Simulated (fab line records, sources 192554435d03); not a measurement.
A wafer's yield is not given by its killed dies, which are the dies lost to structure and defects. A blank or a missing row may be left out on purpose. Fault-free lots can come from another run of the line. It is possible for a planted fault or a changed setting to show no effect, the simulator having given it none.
Matching of chambers + flow n5 finfet + N5_GATE_CUT_ETCH_58 on rie diel-05 has 4 sister chambers
The step etches SiNx in CH3F/O2, target depth 17 nm, time 128.6 s. 8 wafers are shown with their chamber, then 9 later ones without.

## WAFERS WITH THEIR CHAMBER
| wafer  | chamber | showerhead plenum p Torr (Torr) | throttle valve pct (%) |
|--------|---------|---------------------------------|------------------------|
| L081.1 | 3       | 2.07                            | 16.40                  |
| L081.2 | 0       | 2.12                            | 16.32                  |
| L083.5 | 1       | 1.92                            | 16.71                  |
| L086.3 | 0       | 2.11                            | 16.34                  |
| L086.4 | 3       | 2.07                            | 16.42                  |
| L088.2 | 2       | 2.08                            | 16.42                  |
| L088.5 | 1       | 1.92                            | 16.74                  |
| L088.6 | 2       | 2.08                            | 16.41                  |

## WAFERS MISSING THEIR CHAMBER
| wafer  | showerhead plenum p Torr (Torr) | throttle valve pct (%) |
|--------|---------------------------------|------------------------|
| L089.2 | 2.11                            | 16.34                  |
| L089.3 | 1.92                            | 16.72                  |
| L089.6 | 2.08                            | 16.41                  |
| L090.1 | 2.11                            | 16.35                  |
| L090.2 | 2.07                            | 16.42                  |
| L090.3 | 2.07                            | 16.41                  |
| L093.1 | 2.11                            | 16.36                  |
| L093.3 | 2.07                            | 16.41                  |
| L093.5 | 1.92                            | 16.76                  |

## THE CHAMBER EACH PASSED THROUGH
| wafer  | from the rows above | in truth                   |
|--------|---------------------|----------------------------|
| L089.2 | 0                   | 0                          |
| L089.3 | 1                   | 1                          |
| L089.6 | 2                   | 2                          |
| L090.1 | 0                   | 0                          |
| L090.2 | 3                   | 3                          |
| L090.3 | 3                   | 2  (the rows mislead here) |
| L093.1 | 0                   | 0                          |
| L093.3 | 3                   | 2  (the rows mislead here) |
| L093.5 | 1                   | 1                          |
7 of 9 placed correctly. Left unplaced by these rows: 0. Number placed wrongly: 2.
How it was worked out, from the rows above alone: a wafer's distance from a chamber is the root of the sum, over the readings, of the square of ((its reading less the chamber's mean) divided by the reading's scatter). The wafer belongs to the nearest chamber; if the next one is less than 2 further off, it can't be placed. A chamber's mean is the mean of its shown wafers. The scatter is the square root of a quotient: the sum, over the shown wafers, of each reading's squared deviation from its chamber's mean, divided by wafers minus chambers.
